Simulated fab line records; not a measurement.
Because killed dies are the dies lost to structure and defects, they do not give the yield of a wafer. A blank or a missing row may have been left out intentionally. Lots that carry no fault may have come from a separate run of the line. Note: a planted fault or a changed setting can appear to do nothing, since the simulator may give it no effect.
fab line records | flow n5_finfet
[record] lots = 6 | wafers = 18 | last_day = 16
route steps=1938 shown BEOL_M10@1487 PASSIVATION@1936
lots untouched by any fault: they come from a run of this same line in which no faults occurred
start_h: hours from the record's first day to the start of the lot's first wafer shown | wait_h: hours since the lot's step before | " the same as in the row above | L1.1+2: one row covering several wafers at once | - value missing, or start not given | * or withheld: withheld | < > ~ a bound
route shown NAME@n: NAME is a module with steps in the file, n the number in the route of the first one | usual: average and standard deviation across the fault-free wafers | same: alike in all rows | chamber/n: place in a boat | sites: the reading at each site | _std_site: the standard deviation of these | _edge_site: outer sites' mean less inner sites' | radius_mm: for every site, how far away it sits from the centre of the wafer | mask NAME#n: copy n | behind: the last tool/chamber to shape the wafer | hold: why the lot was held/for how many hours/how that ended | device: the transistor (n, p or np) that didn't switch | end of line: tests run on the same wafers once the route is complete | step lacking rows: just its recipe | killed: the dies lost at the first sort to structure and to defects; this is not the yield of the wafer | map: per-die view of a wafer (x killed, . not killed, _ where there is no die)
set.NAME: the setting as run; set.NAME@STEP: as run at that earlier step | model.NAME: the simulator's own value behind a step, which no gauge read
lots seen at some steps along the route; tables by step, rows by wafer
services: when a tool's chamber went out of use (start_h, in hours from the record's first day, below 0 if earlier), for how many hours, and the reason
[[steps]]
[step N5_BEOL_M10_ETCH_61]
[recipe] chemistry = CF4 | target = SiARC | target_depth_a = 390 | mask_material = CAR-ArF | time_s = 65 | ion_energy_ev = 80 | pressure_mtorr = 40 | source_w = 545 | bias_w = 36 | Ar_flow_sccm = 100 | cf4_flow_sccm = 100 | ends = cleared
[usual] drypump_motor_current_A = 5.7/0.44 | etch_rf_on_time_s = 65.2/1.7 | oes_product_au = 0.68/0.085 | rf_vpp_V = 184.3/1.4 | showerhead_plenum_p_Torr = 2.15/0.084 | throttle_valve_pct = 15.61/0.26
lot.wafer | tool        | chamber | start_h | wait_h | drypump_motor_current_A | etch_rf_on_time_s | oes_product_au | rf_hours_counter_h | rf_vpp_V | showerhead_plenum_p_Torr | throttle_valve_pct
L374.1    | rie_diel-06 | 3       | 237.99  | 0.0    | 5.8                     | 65.1              | 0.65           | 149                | 185.1    | 2.23                     | 15.75
L374.4    | "           | 1       | "       | "      | 5.8                     | 62.7              | 0.82           | 4                  | 182.2    | 2.13                     | 15.54
L374.5    | "           | 2       | "       | "      | 5.5                     | 63.4              | 0.60           | -                  | 183.2    | 2.03                     | 15.75
L377.2    | rie_diel-05 | 0       | 254.62  | 0.0    | 5.3                     | 66.0              | 0.62           | 186                | 182.0    | 1.96                     | 15.90
L377.4    | "           | 3       | "       | "      | 5.1                     | 66.1              | 0.59           | 235                | 183.9    | 2.12                     | 15.75
L377.6    | "           | 2       | "       | "      | 5.4                     | 64.9              | 0.80           | -                  | 185.9    | 2.28                     | 15.23
L383.1    | rie_diel-06 | 0       | 280.19  | 0.0    | 6.0                     | 67.2              | 0.62           | 179                | 185.4    | 2.21                     | 15.66
L383.3    | "           | 3       | "       | "      | 5.7                     | 66.0              | 0.64           | 163                | 184.7    | 2.23                     | 15.79
L383.4    | "           | 2       | "       | "      | 5.6                     | 63.2              | 0.59           | 248                | 182.2    | 2.02                     | 15.74
L384.3    | rie_diel-05 | 2       | 295.05  | 0.0    | 5.4                     | 65.3              | 0.77           | 25                 | 185.9    | 2.27                     | 15.26
L384.4    | "           | 1       | "       | "      | 6.6                     | 63.6              | 0.76           | 51                 | 184.7    | 2.28                     | 15.72
L384.6    | "           | 2       | "       | "      | 5.4                     | 65.2              | 0.76           | -                  | 186.3    | 2.27                     | 15.26
L387.1    | rie_diel-01 | 1       | 302.82  | 0.0    | 6.2                     | 67.9              | 0.57           | 245                | 184.3    | 2.12                     | 16.03
L387.3    | "           | 2       | "       | "      | 6.4                     | 63.1              | 0.79           | 19                 | 184.0    | 2.18                     | 15.20
L387.5    | "           | 2       | "       | "      | 6.4                     | 63.1              | 0.79           | -                  | 184.7    | 2.18                     | 15.20
L388.3    | rie_diel-05 | 0       | 314.98  | 0.0    | 5.3                     | 65.2              | 0.62           | 208                | 181.1    | 1.96                     | 15.94
L388.4    | "           | 2       | "       | "      | 5.4                     | 64.6              | 0.76           | -                  | 186.5    | 2.27                     | 15.27
L388.5    | "           | 0       | "       | "      | 5.3                     | 65.6              | 0.61           | -                  | 182.0    | 1.96                     | 15.93
[step N5_BEOL_M10_ETCH_62]
[recipe] chemistry = N2/H2 | target = SOC | target_depth_a = 1100 | overetch_a = 220 | mask_material = SiARC | temp_c = 40 | time_s = 165 | ion_energy_ev = 200 | pressure_mtorr = 30 | source_w = 840 | bias_w = 150 | n2_flow_sccm = 200 | h2_flow_sccm = 200
[usual] drypump_motor_current_A = 5.8/0.44 | oes_product_au = 0.67/0.076 | rf_vpp_V = 524.1/3 | showerhead_plenum_p_Torr = 2.55/0.1 | temp_c = 39.98/0.13 | throttle_valve_pct = 17.82/0.29
[same] time_s = 165
lot.wafer | tool        | chamber | start_h | wait_h | drypump_motor_current_A | oes_product_au | rf_hours_counter_h | rf_vpp_V | showerhead_plenum_p_Torr | temp_c | throttle_valve_pct
L374.1    | rie_diel-06 | 3       | 238.04  | 0.0    | 5.7                     | 0.65           | 149                | 526.5    | 2.63                     | 39.82  | 17.70
L374.4    | "           | 1       | "       | "      | 5.7                     | 0.79           | 4                  | 522.0    | 2.51                     | 40.14  | 17.86
L374.5    | "           | 2       | "       | "      | 5.6                     | 0.58           | -                  | 520.0    | 2.40                     | 40.13  | 17.93
L377.2    | rie_diel-05 | 0       | 254.67  | 0.0    | 5.3                     | 0.63           | 186                | 518.3    | 2.34                     | 40.05  | 18.23
L377.4    | "           | 3       | "       | "      | 5.1                     | 0.60           | 235                | 523.0    | 2.49                     | 39.90  | 17.82
L377.6    | "           | 2       | "       | "      | 5.4                     | 0.80           | -                  | 528.8    | 2.71                     | 39.97  | 17.44
L383.1    | rie_diel-06 | 0       | 280.24  | 0.0    | 6.0                     | 0.63           | 179                | 525.6    | 2.63                     | 40.15  | 17.95
L383.3    | "           | 3       | "       | "      | 5.7                     | 0.65           | 163                | 526.1    | 2.62                     | 39.98  | 17.71
L383.4    | "           | 2       | "       | "      | 5.6                     | 0.57           | 248                | 519.8    | 2.40                     | 39.99  | 17.97
L384.3    | rie_diel-05 | 2       | 295.10  | 0.0    | 5.4                     | 0.77           | 25                 | 527.9    | 2.71                     | 39.95  | 17.46
L384.4    | "           | 1       | "       | "      | 6.6                     | 0.75           | 51                 | 528.9    | 2.72                     | 40.09  | 18.03
L384.6    | "           | 2       | "       | "      | 5.4                     | 0.76           | -                  | 529.1    | 2.71                     | 39.95  | 17.45
L387.1    | rie_diel-01 | 1       | 302.87  | 0.0    | 6.1                     | 0.58           | 245                | 523.7    | 2.52                     | 39.81  | 18.23
L387.3    | "           | 2       | "       | "      | 6.4                     | 0.77           | 19                 | 524.8    | 2.59                     | 40.06  | 17.34
L387.5    | "           | 2       | "       | "      | 6.3                     | 0.77           | -                  | 525.6    | 2.59                     | 39.96  | 17.32
L388.3    | rie_diel-05 | 0       | 315.03  | 0.0    | 5.3                     | 0.60           | 208                | 518.5    | 2.33                     | 39.98  | 18.29
L388.4    | "           | 2       | "       | "      | 5.5                     | 0.75           | -                  | 527.9    | 2.70                     | 40.13  | 17.46
L388.5    | "           | 0       | "       | "      | 5.3                     | 0.61           | -                  | 518.0    | 2.33                     | 39.79  | 18.27
[step N5_BEOL_M10_STRIP_68]
[recipe] chemistry = N2/H2 | temp_c = 40 | n2_flow_sccm = 200 | h2_flow_sccm = 200 | rf_frequency_hz = 6e+07
[step N5_BEOL_M10_STRIP_67]
[recipe] chemistry = CF4 | resist = SiARC | power_w = 300 | bias_power_w = 75 | pressure_mtorr = 50 | cf4_flow_sccm = 150 | rf_frequency_hz = 6e+07
[usual] drypump_motor_current_A = 5.7/0.44 | oes_product_au = 0.79/0.09 | rf_vpp_V = 271.3/1.8 | showerhead_plenum_p_Torr = 1.80/0.069 | throttle_valve_pct = 13.58/0.29
lot.wafer | tool        | chamber | start_h | wait_h | drypump_motor_current_A | oes_product_au | rf_hours_counter_h | rf_vpp_V | showerhead_plenum_p_Torr | throttle_valve_pct
L374.1    | rie_diel-06 | 3       | 238.19  | 0.0    | 5.7                     | 0.78           | 149                | 273.3    | 1.88                     | 13.74
L374.4    | "           | 1       | "       | "      | 5.8                     | 0.93           | 4                  | 269.1    | 1.78                     | 13.46
L374.5    | "           | 2       | "       | "      | 5.6                     | 0.69           | -                  | 268.7    | 1.71                     | 13.77
L377.2    | rie_diel-05 | 0       | 254.82  | 0.0    | 5.3                     | 0.73           | 186                | 267.5    | 1.65                     | 13.85
L377.4    | "           | 3       | "       | "      | 5.1                     | 0.70           | 235                | 272.4    | 1.77                     | 13.74
L377.6    | "           | 2       | "       | "      | 5.5                     | 0.93           | -                  | 274.3    | 1.90                     | 13.16
L383.1    | rie_diel-06 | 0       | 280.38  | 0.0    | 6.0                     | 0.74           | 180                | 270.8    | 1.85                     | 13.64
L383.3    | "           | 3       | "       | "      | 5.7                     | 0.76           | 163                | 271.6    | 1.87                     | 13.79
L383.4    | "           | 2       | "       | "      | 5.5                     | 0.68           | 248                | 269.3    | 1.70                     | 13.81
L384.3    | rie_diel-05 | 2       | 295.25  | 0.0    | 5.4                     | 0.91           | 25                 | 272.9    | 1.89                     | 13.19
L384.4    | "           | 1       | "       | "      | 6.6                     | 0.87           | 51                 | 272.9    | 1.90                     | 13.62
L384.6    | "           | 2       | "       | "      | 5.4                     | 0.89           | -                  | 274.5    | 1.89                     | 13.18
L387.1    | rie_diel-01 | 1       | 303.02  | 0.0    | 6.1                     | 0.69           | 245                | 270.5    | 1.79                     | 14.07
L387.3    | "           | 2       | "       | "      | 6.4                     | 0.91           | 19                 | 271.6    | 1.82                     | 13.16
L387.5    | "           | 2       | "       | "      | 6.3                     | 0.91           | -                  | 271.1    | 1.82                     | 13.17
L388.3    | rie_diel-05 | 0       | 315.18  | 0.0    | 5.3                     | 0.72           | 209                | 267.0    | 1.64                     | 13.91
L388.4    | "           | 2       | "       | "      | 5.5                     | 0.88           | -                  | 273.1    | 1.89                     | 13.21
L388.5    | "           | 0       | "       | "      | 5.3                     | 0.72           | -                  | 268.0    | 1.64                     | 13.91
[step N5_BEOL_M10_HM_OPEN_17]
[recipe] chemistry = Cl2/BCl3 | target_depth_a = 200 | overetch_a = 60 | target = TiN | mask_material = SOC | ion_energy_ev = 150 | pressure_mtorr = 10 | icp_w = 1000 | bias_w = 126 | Cl2_flow_sccm = 53.25 | bcl3_flow_sccm = 21.75 | Ar_flow_sccm = 25
[usual] drypump_motor_current_A = 5.3/0.34 | oes_product_au = 0.70/0.076 | throttle_valve_pct = 22.1/0.36
lot.wafer | tool         | chamber | start_h | wait_h | drypump_motor_current_A | oes_product_au | rf_hours_counter_h | throttle_valve_pct
L374.1    | rie_metal-02 | 0       | 238.23  | 0.0    | 5.6                     | 0.70           | 23                 | 21.6
L374.4    | "            | 0       | "       | "      | 5.6                     | 0.70           | -                  | 21.6
L374.5    | "            | 1       | "       | "      | 5.0                     | 0.78           | -                  | 22.4
L377.2    | rie_metal-02 | 1       | 254.86  | 0.0    | 5.0                     | 0.77           | 11                 | 22.4
L377.4    | "            | 0       | "       | "      | 5.6                     | 0.70           | -                  | 21.6
L377.6    | "            | 1       | "       | "      | 5.0                     | 0.79           | -                  | 22.4
L383.1    | rie_metal-01 | 1       | 280.42  | 0.0    | 5.2                     | 0.70           | 27                 | 21.9
L383.3    | "            | 0       | "       | "      | 5.8                     | 0.56           | -                  | 22.2
L383.4    | "            | 1       | "       | "      | 5.2                     | 0.69           | -                  | 21.9
L384.3    | rie_metal-02 | 1       | 295.32  | 0.1    | 4.9                     | 0.77           | -                  | 22.4
L384.4    | "            | 0       | "       | "      | 5.6                     | 0.70           | -                  | 21.6
L384.6    | "            | 1       | "       | "      | 5.0                     | 0.77           | -                  | 22.4
L387.1    | rie_metal-02 | 0       | 303.06  | 0.0    | 5.6                     | 0.70           | 28                 | 21.6
L387.3    | "            | 1       | "       | "      | 5.0                     | 0.76           | -                  | 22.4
L387.5    | "            | 0       | "       | "      | 5.6                     | 0.70           | -                  | 21.6
L388.3    | rie_metal-02 | 1       | 315.25  | 0.1    | 5.0                     | 0.76           | -                  | 22.4
L388.4    | "            | 0       | "       | "      | 5.6                     | 0.70           | -                  | 21.6
L388.5    | "            | 1       | "       | "      | 5.0                     | 0.77           | -                  | 22.4
[step N5_BEOL_M10_STRIP_19]
[recipe] chemistry = O2 | power_w = 400 | temp_c = 40 | pressure_mtorr = 30 | rf_frequency_hz = 6e+07 | bias_power_w = 0 | overash_fraction = 0.2 | o2_flow_sccm = 225
[usual] drypump_motor_current_A = 5.8/0.42 | oes_product_au = 0.80/0.09 | rf_vpp_V = 3.7/0.64 | showerhead_plenum_p_Torr = 2.12/0.1 | temp_c = 40.00/0.11 | throttle_valve_pct = 16.67/0.22
[same] overash_fraction = 0.2
lot.wafer | tool        | chamber | start_h | wait_h | drypump_motor_current_A | oes_product_au | rf_hours_counter_h | rf_vpp_V | showerhead_plenum_p_Torr | temp_c | throttle_valve_pct
L374.1    | rie_diel-06 | 3       | 238.40  | 0.1    | 5.7                     | 0.77           | 149                | 3.7      | 2.19                     | 39.99  | 16.79
L374.4    | "           | 1       | "       | "      | 5.8                     | 0.94           | 4                  | 2.9      | 2.05                     | 39.98  | 16.45
L374.5    | "           | 0       | "       | "      | 6.0                     | 0.75           | -                  | 3.3      | 2.20                     | 39.91  | 16.84
L377.2    | rie_diel-05 | 1       | 254.97  | 0.1    | 6.6                     | 0.91           | 38                 | 5.0      | 2.24                     | 39.98  | 16.78
L377.4    | "           | 2       | "       | "      | 5.4                     | 0.95           | 10                 | 4.0      | 2.24                     | 39.93  | 16.30
L377.6    | "           | 2       | "       | "      | 5.4                     | 0.94           | -                  | 2.9      | 2.24                     | 40.06  | 16.31
L383.1    | rie_diel-05 | 2       | 280.55  | 0.1    | 5.5                     | 0.92           | 19                 | 3.0      | 2.23                     | 39.82  | 16.31
L383.3    | "           | 0       | "       | "      | 5.3                     | 0.72           | 194                | 4.6      | 1.89                     | 39.92  | 16.88
L383.4    | "           | 1       | "       | "      | 6.6                     | 0.91           | 46                 | 3.2      | 2.24                     | 39.89  | 16.79
L384.3    | rie_diel-06 | 0       | 295.40  | 0.1    | 6.0                     | 0.74           | 186                | 3.6      | 2.19                     | 39.97  | 16.90
L384.4    | "           | 1       | "       | "      | 5.7                     | 0.88           | -                  | 4.7      | 2.04                     | 40.06  | 16.51
L384.6    | "           | 3       | "       | "      | 5.7                     | 0.75           | -                  | 3.4      | 2.18                     | 39.98  | 16.82
L387.1    | rie_diel-05 | 0       | 303.17  | 0.1    | 5.3                     | 0.71           | 203                | 2.9      | 1.89                     | 39.87  | 16.90
L387.3    | "           | 2       | "       | "      | 5.4                     | 0.90           | 28                 | 3.3      | 2.23                     | 40.14  | 16.33
L387.5    | "           | 1       | "       | "      | 6.6                     | 0.90           | -                  | 3.7      | 2.24                     | 40.22  | 16.80
L388.3    | rie_diel-05 | 1       | 315.33  | 0.1    | 6.6                     | 0.89           | 61                 | 3.8      | 2.23                     | 40.04  | 16.83
L388.4    | "           | 0       | "       | "      | 5.3                     | 0.72           | -                  | 3.1      | 1.89                     | 40.27  | 16.90
L388.5    | "           | 1       | "       | "      | 6.6                     | 0.89           | -                  | 2.8      | 2.23                     | 40.08  | 16.83
[step N5_BEOL_M10_CD_MEAS_18]
[recipe] pitch_nm = 140 | target_cd_nm = 70
[usual] cd_nm = 70.1/0.7
lot.wafer | tool      | chamber | start_h | wait_h | cd_nm
L374.1    | cd_sem-02 | -       | 238.47  | 0.0    | 69.7
L374.4    | "         | -       | "       | "      | 69.7
L374.5    | "         | -       | "       | "      | 70.0
L377.2    | cd_sem-03 | -       | 255.04  | 0.1    | 70.2
L377.4    | "         | -       | "       | "      | 70.6
L377.6    | "         | -       | "       | "      | 70.6
L383.1    | cd_sem-01 | -       | 280.62  | 0.0    | 69.8
L383.3    | "         | -       | "       | "      | 69.3
L383.4    | "         | -       | "       | "      | 70.4
L384.3    | cd_sem-03 | -       | 295.47  | 0.1    | 70.9
L384.4    | "         | -       | "       | "      | 70.5
L384.6    | "         | -       | "       | "      | 70.8
L387.1    | cd_sem-03 | -       | 303.24  | 0.0    | 69.0
L387.3    | "         | -       | "       | "      | 69.6
L387.5    | "         | -       | "       | "      | 69.5
L388.3    | cd_sem-03 | -       | 315.40  | 0.1    | 70.3
L388.4    | "         | -       | "       | "      | 69.6
L388.5    | "         | -       | "       | "      | 69.1
[step N5_BEOL_M10_COAT_63]
[recipe] resist = SOC | temp_c = 250 | time_s = 60 | spin_rpm = 1500 | resist_thk_nm = 100
[step N5_BEOL_M10_COAT_64]
[recipe] resist = SiARC | temp_c = 220 | time_s = 60 | spin_rpm = 1500 | resist_thk_nm = 30
[step N5_BEOL_M10_COAT_22]
[recipe] resist = CAR-ArF | spin_rpm = 1500 | resist_thk_nm = 90
[step N5_BEOL_M10_EBR_24]
[recipe] solvent = PGMEA | ebr_width_mm = 1.5
[step N5_BEOL_M10_SOFTBAKE_23]
[recipe] temp_c = 110 | time_s = 60 | resist = CAR-ArF
[step N5_BEOL_M10_EXPOSE_25]
[recipe] mask_id = V9 | na = 1.35 | source_shape = annular | sigma_inner = 0.5 | sigma_outer = 0.8 | polarization = unpolarized | dose_mj = 85.5
[usual] exposure_dose_mJ_cm2 = 85.44/0.09 | focus_offset_nm = 0.1/0.5
lot.wafer | tool            | chamber | start_h | wait_h | mask | exposure_dose_mJ_cm2 | focus_offset_nm
L374.1    | arfi_scanner-03 | 0       | 239.69  | -      | V9#0 | 85.49                | 0.9
L374.4    | "               | 0       | "       | "      | V9#0 | 85.36                | -0.2
L374.5    | "               | 0       | "       | "      | V9#0 | 85.50                | 0.1
L377.2    | arfi_scanner-02 | 0       | 255.33  | -      | V9#0 | 85.47                | 0.4
L377.4    | "               | 0       | "       | "      | V9#0 | 85.44                | 0.2
L377.6    | "               | 0       | "       | "      | V9#0 | 85.46                | -1.2
L383.1    | arfi_scanner-02 | 0       | 282.71  | -      | V9#0 | 90.96                | 0.7
L383.3    | "               | 0       | "       | "      | V9#0 | 90.82                | 0.5
L383.4    | "               | 0       | "       | "      | V9#0 | 90.89                | 0.0
L384.3    | arfi_scanner-02 | 0       | 296.30  | -      | V9#0 | 89.93                | -0.3
L384.4    | "               | 0       | "       | "      | V9#0 | 89.88                | -0.6
L384.6    | "               | 0       | "       | "      | V9#0 | 89.82                | 0.2
L387.1    | arfi_scanner-03 | 0       | 303.40  | -      | V9#0 | 85.46                | 0.3
L387.3    | "               | 0       | "       | "      | V9#0 | 85.36                | -0.5
L387.5    | "               | 0       | "       | "      | V9#0 | 85.57                | 0.5
L388.3    | arfi_scanner-01 | 0       | 317.88  | -      | V9#0 | 85.63                | -0.8
L388.4    | "               | 0       | "       | "      | V9#0 | 85.37                | -0.6
L388.5    | "               | 0       | "       | "      | V9#0 | 85.47                | 0.3
[step N5_BEOL_M10_PEB_26]
[recipe] peb_temp_c = withheld | peb_time_s = 60 | resist = CAR-ArF
[step N5_BEOL_M10_DEVELOP_27]
[recipe] develop_time_s = 30 | developer = TMAH | resist = CAR-ArF | rinse_liquid = diw | dry = air_spin | dev_temp_c = 23
[step N5_BEOL_M10_CD_MEAS_28]
[recipe] target_cd_nm = 70 | landing_energy_ev = 500 | detector = se_inlens | polarity = opening
[usual] cd_nm = 70.4/0.9
lot.wafer | tool      | chamber | start_h | wait_h | cd_nm
L374.1    | cd_sem-03 | 0       | 239.83  | -      | 71.1
L374.4    | "         | 0       | "       | "      | 72.1
L374.5    | "         | 0       | "       | "      | 71.6
L377.2    | cd_sem-03 | 0       | 255.45  | -      | 70.6
L377.4    | "         | 0       | "       | "      | 71.2
L377.6    | "         | 0       | "       | "      | 70.5
L383.1    | cd_sem-01 | 0       | 282.84  | -      | 75.6
L383.3    | "         | 0       | "       | "      | 74.9
L383.4    | "         | 0       | "       | "      | 73.9
L384.3    | cd_sem-03 | 0       | 296.42  | -      | 74.6
L384.4    | "         | 0       | "       | "      | 75.0
L384.6    | "         | 0       | "       | "      | 74.9
L387.1    | cd_sem-03 | 0       | 303.53  | -      | 71.3
L387.3    | "         | 0       | "       | "      | 69.8
L387.5    | "         | 0       | "       | "      | 71.2
L388.3    | cd_sem-01 | 0       | 318.00  | -      | 71.5
L388.4    | "         | 0       | "       | "      | 70.7
L388.5    | "         | 0       | "       | "      | 71.5
[step N5_BEOL_M10_OVL_MEAS_29]
[recipe] points_per_wafer = 44
[usual] V9_OVL = 0.3/0.74
lot.wafer | tool       | chamber | start_h | wait_h | V9_OVL[nm]
L374.1    | overlay-02 | 0       | 239.86  | 0.0    | 0.0
L374.4    | "          | 0       | "       | "      | 0.0
L374.5    | "          | 0       | "       | "      | 0.1
L377.2    | overlay-02 | 0       | 255.48  | 0.0    | 1.1
L377.4    | "          | 0       | "       | "      | 0.2
L377.6    | "          | 0       | "       | "      | 0.0
L383.1    | overlay-01 | 0       | 282.87  | 0.0    | 1.1
L383.3    | "          | 0       | "       | "      | 0.9
L383.4    | "          | 0       | "       | "      | 0.7
L384.3    | overlay-01 | 0       | 296.45  | 0.0    | 0.4
L384.4    | "          | 0       | "       | "      | -0.5
L384.6    | "          | 0       | "       | "      | 0.6
L387.1    | overlay-01 | 0       | 303.56  | 0.0    | 0.6
L387.3    | "          | 0       | "       | "      | -0.2
L387.5    | "          | 0       | "       | "      | 0.8
L388.3    | overlay-02 | 0       | 318.03  | 0.0    | -0.3
L388.4    | "          | 0       | "       | "      | -0.5
L388.5    | "          | 0       | "       | "      | 0.1
[step N5_PASSIVATION_PROBE_49]
[usual] defect_limited_yield = 90.9/1.5 | killed_at_M0_to_M3 = 35/10 | killed_at_M4_up = 14/5.2 | killed_at_contacts = 13/7.3 | killed_at_front_end = 42/12 | killed_at_other = 3.4/2.5 | killed_dies = 108/18 | killed_open = 70/13 | killed_short = 35/8 | sort_bin_5_function = 5.4/1 | sort_bin_6_memory = 3.4/0.71 | sort_n_pass = 1072/18 | sort_yield_pct = 90.9/1.5
[same] gross_dies = 1180 | killed_at_back_side = 0 | sort_bin_4_leakage[%] = 0 | sort_bin_8_speed[%] = 0
lot.wafer | tool      | chamber | start_h | wait_h | defect_limited_yield[%] | killed_at_M0_to_M3 | killed_at_M4_up | killed_at_contacts | killed_at_front_end | killed_at_other | killed_dies | killed_open | killed_short | sort_bin_5_function[%] | sort_bin_6_memory[%] | sort_n_pass | sort_yield_pct[%]
L383.1    | prober-02 | -       | 341.32  | 0.0    | 88.9                    | 51                 | 18              | 9                  | 52                  | 1               | 131         | 90          | 38           | 6.4                    | 4.3                  | 1049        | 88.9
L383.3    | prober-02 | -       | 341.42  | 0.1    | 88.8                    | 40                 | 22              | 6                  | 63                  | 1               | 132         | 92          | 37           | 7.3                    | 3.6                  | 1048        | 88.8
L384.4    | prober-01 | -       | 346.44  | 0.2    | 91.9                    | 32                 | 18              | 7                  | 34                  | 4               | 95          | 62          | 29           | 4.6                    | 2.9                  | 1085        | 91.9
// killed by level:class
L383.1 BEOL_M3:geometric_particle:open=17 STI_FIN_REVEAL:geometric_particle:open=13 BEOL_M0_SAQP:geometric_particle:short=10 BEOL_M4:geometric_particle:open=10 FIN_SAQP:geometric_particle:open=9 MOL_CONTACT_COAG:geometric_particle:open=7 BEOL_M2:geometric_particle:open=7 ILD0:geometric_particle:open=5
L383.3 STI_FIN_REVEAL:geometric_particle:open=14 FIN_SAQP:geometric_particle:open=11 BEOL_M3:geometric_particle:open=9 BEOL_M4:geometric_particle:open=8 DUMMY_GATE:geometric_particle:open=7 BEOL_M0_SAQP:geometric_particle:open=7 BEOL_M0_SAQP:geometric_particle:short=7 FIN_CUT:geometric_particle:short=6
L384.4 FIN_SAQP:geometric_particle:short=9 BEOL_M1:geometric_particle:open=8 BEOL_M4:geometric_particle:open=7 MOL_CONTACT_COAG:geometric_particle:open=6 BEOL_M2:geometric_particle:open=6 FIN_SAQP:geometric_particle:open=5 STI_FIN_REVEAL:geometric_particle:open=4 BEOL_M0_SAQP:geometric_particle:open=4
[[services]]
tool            | chamber | start_h | hours | kind
arfi_scanner-02 | -       | 214.74  | 3.7   | repair
arfi_scanner-01 | -       | 217.48  | 1.0   | pm
arfi_scanner-02 | -       | 218.90  | 6.0   | pm
rie_diel-05     | 1       | 221.26  | 6.6   | repair
arfi_scanner-01 | -       | 224.61  | 0.8   | repair
arfi_scanner-02 | -       | 226.40  | 0.2   | repair
arfi_scanner-03 | -       | 231.05  | 0.8   | pm
arfi_scanner-03 | -       | 234.91  | 0.9   | repair
arfi_scanner-03 | -       | 240.26  | 4.5   | repair
arfi_scanner-01 | -       | 244.63  | 1.3   | pm
arfi_scanner-03 | -       | 248.18  | 4.9   | pm
arfi_scanner-02 | -       | 249.58  | 1.3   | pm
rie_diel-01     | 2       | 252.91  | 7.8   | repair
arfi_scanner-02 | -       | 264.80  | 1.0   | pm
arfi_scanner-03 | -       | 265.01  | 1.0   | pm
rie_diel-06     | 2       | 288.52  | -     | clean
rie_diel-06     | 2       | 288.52  | -     | consumable_replace:focus_ring
rie_diel-05     | 3       | 297.49  | -     | clean
rie_diel-05     | 3       | 297.49  | -     | consumable_replace:focus_ring
rie_diel-05     | 3       | 297.49  | 20.9  | scheduled_down
rie_diel-05     | 3       | 297.49  | 20.9  | vent_cycle
arfi_scanner-02 | -       | 298.35  | 0.8   | pm
arfi_scanner-03 | -       | 308.74  | 1.3   | pm
rie_diel-06     | 3       | 309.61  | 11.3  | repair
[[key]]
[first_sign] step = N5_BEOL_M10_EXPOSE_25 | reading = exposure_dose_mJ_cm2 | direction = up | sigmas = 55 | usual = 85.44 | struck = 90.38
[effect] step = N5_BEOL_M10_CD_MEAS_28 | reading = cd_nm | direction = up | sigmas = 4.9 | usual = 70.4 | struck = 74.8 | through = control_loop
met_at N5_BEOL_M10_EXPOSE_25
struck_wafers L383.1,L383.3,L383.4,L384.3,L384.4,L384.6
[loop_trim] step = N5_BEOL_M10_EXPOSE_25 | setting = dose | lots = L384
onset_between 255.33 282.71
[fault] kind = process_parameter_drift | tool = arfi_scanner-02 | chamber = - | onset_h = 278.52 | steps = N5_BEOL_M10_EXPOSE_25 | channel = dose_mj | offset = 5.4355 | shape = step | acts_in = these_recipes_only | stated = 85.5
// loop_trim: a control loop set the setting to another value than it would have without faults
